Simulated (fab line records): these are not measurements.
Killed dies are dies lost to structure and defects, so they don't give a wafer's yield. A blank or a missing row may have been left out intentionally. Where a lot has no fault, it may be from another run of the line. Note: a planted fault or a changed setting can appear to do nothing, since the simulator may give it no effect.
Matching of chambers    flow n5 finfet    N5_HKMG_FIN_ETCH_67 on rie diel-01: 4 sister chambers
The step etches SOC in N2/H2, stops on TiN, target depth 388.9 nm. 20 wafers are shown with their chamber, then 10 later ones without.

## WAFERS PAIRED WITH THEIR CHAMBERS
wafer   chamber  drypump motor current A (A)  throttle valve pct (%)  oes product au (a.u.)
L077.1  1        6.3                          17.83                   0.69
L077.3  0        4.8                          18.13                   0.70
L077.6  0        4.9                          18.11                   0.71
L079.1  0        4.9                          18.14                   0.70
L079.2  3        6.1                          17.36                   0.85
L079.3  2        5.7                          17.63                   0.94
L079.4  1        6.3                          17.83                   0.68
L079.5  3        6.1                          17.36                   0.86
L079.6  0        4.8                          18.13                   0.70
L080.1  2        5.8                          17.63                   0.92
L080.4  1        6.3                          17.83                   0.68
L080.5  0        4.9                          18.15                   0.69
L083.3  2        5.8                          17.66                   0.90
L083.5  1        6.3                          17.84                   0.67
L083.6  0        4.8                          18.16                   0.69
L088.1  2        5.7                          17.65                   0.87
L088.2  3        6.1                          17.39                   0.83
L088.3  0        4.9                          18.17                   0.68
L089.1  2        5.8                          17.69                   0.88
L089.3  3        6.1                          17.41                   0.83

SIGNATURES (averages over the wafers above)
reading                  chamber 0  chamber 1  chamber 2  chamber 3  scatter within a chamber
drypump motor current A  4.857      6.300      5.760      6.100      0.0427
throttle valve pct       18.1414    17.8325    17.6520    17.3800    0.0207
oes product au           0.6957     0.6800     0.9020     0.8425     0.0172
Rule: a wafer lies at a distance from a chamber equal to the root of the sum of squares, over the readings, of (its reading less the chamber's mean, divided by the reading's scatter). The wafer belongs to the nearest chamber; if the next one is less than 2 further off, it can't be placed. The scatter: the root of (the sum of the squares of (reading less its chamber's mean) over the shown wafers, divided by (wafers less chambers)).

## WAFERS MISSING THEIR CHAMBER
wafer   drypump motor current A (A)  throttle valve pct (%)  oes product au (a.u.)
L089.5  4.8                          18.20                   0.68
L092.2  4.9                          18.20                   0.68
L092.4  5.7                          17.69                   0.86
L092.6  6.3                          17.43                   0.96
L093.1  6.3                          17.43                   0.93
L093.2  4.9                          18.20                   0.67
L093.3  6.1                          17.41                   0.81
L093.4  5.8                          17.69                   0.86
L093.5  6.1                          17.42                   0.82
L093.6  4.9                          18.20                   0.68

## WHICH CHAMBER EACH ONE RAN IN
wafer    from the rows above   in truth
L089.5   0                     0
L092.2   0                     0
L092.4   2                     2
L092.6   3                     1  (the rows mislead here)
L093.1   3                     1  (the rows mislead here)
L093.2   0                     0
L093.3   3                     3
L093.4   2                     2
L093.5   3                     3
L093.6   0                     0
Correct placement for 8 of the 10. Can't be placed from these rows: 0. 2 placed wrongly.
